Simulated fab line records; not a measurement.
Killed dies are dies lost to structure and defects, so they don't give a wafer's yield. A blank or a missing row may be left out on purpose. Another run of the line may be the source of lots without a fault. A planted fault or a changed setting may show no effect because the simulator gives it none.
Comparing a struck lot with a sound one | flow n5-finfet | 16 out of 1938 route steps
Sound: the wafers L633.3, L633.4, L633.6. Struck: wafers L646.3, L646.4. (L646.6 of the same lot was not struck and is left out.) The cause comes at the end.
For every step that has rows: the tool of each side, followed by ch and its chambers, followed by its first start. Under that, the readings that differ: sound wafers | struck wafers | difference of the means | sigmas: that difference in standard deviations of wafers without a fault.
alike: a reading whose means differ by less than 2 such deviations, as well as words and numbers matching on both sides. not compared: withheld readings; readings where some wafer has no value; bounds like >300 that might hide an equal value; numbers whose values overlap and for which the record gives no deviation.
A row with sigmas, a row that says differs or no value, or rows on one side alone: a step with any of these is where the two part. Numbers that have no deviation but don't overlap get no sigmas and don't part them. Lack of a reading on every wafer of one side parts them only where that side has two or more wafers.

N5_BEOL_M2_ANNEAL_95: time 240 s.
  sound: pvd-sputter-01 at day 9 12:09; struck: pvd-sputter-02 at day 12 11:59
  alike: heater-power-w
N5_BEOL_M2_SPUTTER_96: material Cu, target thk 4.5 nm, time 8.29 s.
  sound: pvd-sputter-01 at day 9 12:18; struck: pvd-sputter-02 at day 12 12:07
  alike: throttle-valve-pct
then, 2 steps without rows for these wafers: N5_BEOL_M2_ECD_50 (material Cu, target thk 300 nm); N5_BEOL_M2_ANNEAL_51 (time 90 s).
N5_BEOL_M2_CMP_52: polishes, stops on SiOC, t overpolish 6.8 s, target thk 40 nm.
  sound on cmp-03 ch 1,3, day 9 12:50; struck on cmp-03 ch 0,2, day 12 12:37
  alike: barrier-field-endpoint-s, clearing-platen-down-force-psi, motor-current-A, overpolish-run-s, time-to-endpoint-s
N5_BEOL_M2_THK_MEAS_53: measures by xrf.
  sound: film-metro-01 at day 9 13:06; struck: film-metro-02 at day 12 12:55
  alike: M2_THK
N5_BEOL_M2_PRE_CLEAN_60: time 15 s.
  sound on cvd-co-02 ch 0,1, day 9 13:08; struck on cvd-co-02 ch 1,2, day 12 12:56
  alike: heater-power-w
N5_BEOL_M2_CO_CAP_55: material Co, precursor CCTBA/H2, target thk 2 nm, time 102.1 s.
  sound on cvd-co-02 ch 0,1, day 9 13:11; struck on cvd-co-02 ch 1,2, day 12 12:59
  alike: heater-power-w
then, 2 steps without rows for these wafers: N5_BEOL_M2_PRE_CLEAN_56 (time 15 s); N5_BEOL_M2_DEP_57 (deposits SiCN from 3MS/NH3, target thk 8 nm, time 14 s).
N5_BEOL_M2_RS_MEAS_58: a four-point-probe measurement.
  sound: film-metro-01 at day 9 13:22; struck: film-metro-02 at day 12 13:10
  alike: M2_RS
N5_BEOL_M2_INSPECT_59: inspects for defects (darkfield).
  sound: defect-inspect-02 at day 9 13:23; struck: defect-inspect-02 at day 12 13:12
  alike: raw-defect-count
N5_BEOL_M3_ILD_DEP_00: deposits SiOC from DEMS/O2, target thk 79 nm, time 15.3 s.
  sound on pecvd-02 ch 0,2, day 9 13:25; struck on pecvd-03 ch 0, day 12 13:14
  reading              | sound                | struck        | difference | sigmas
  susceptor-temp-C (C) | 350.16 349.97 349.97 | 355.72 355.81 | +5.73      | +25
  alike: heater-power-w, showerhead-plenum-p-Torr, throttle-valve-pct
N5_BEOL_M3_THK_MEAS_01:
  sound: film-metro-02 at day 9 13:29; struck: film-metro-02 at day 12 13:18
  alike: M3_ILD_THK
-- here the record skips 2 days between the struck wafers' starts before and after, leaving off in module BEOL_M3 and picking up in module BEOL_M4 (first step shown: number 1111 of the route) --
N5_BEOL_M4_RC_MEAS_101:
  sound on prober-01 ch 0, day 11 01:41; struck on prober-02 ch 0, day 14 17:16
  alike: DIBL_N, DIBL_P, IOFF_N, IOFF_P, ION_N, ION_P, SS_N, SS_P, VT_N, VT_P
after that, 1 step had no rows for these wafers: N5_PASSIVATION_PROBE_49.

== WHERE THEY PART ==
Only at N5_BEOL_M3_ILD_DEP_00, as far as this record shows. Later steps at which nothing parts them and some readings are alike: N5_BEOL_M3_THK_MEAS_01, N5_BEOL_M4_RC_MEAS_101.

WHY: what the simulator had put in
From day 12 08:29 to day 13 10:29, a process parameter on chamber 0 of pecvd-03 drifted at N5_BEOL_M3_ILD_DEP_00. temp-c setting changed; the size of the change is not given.
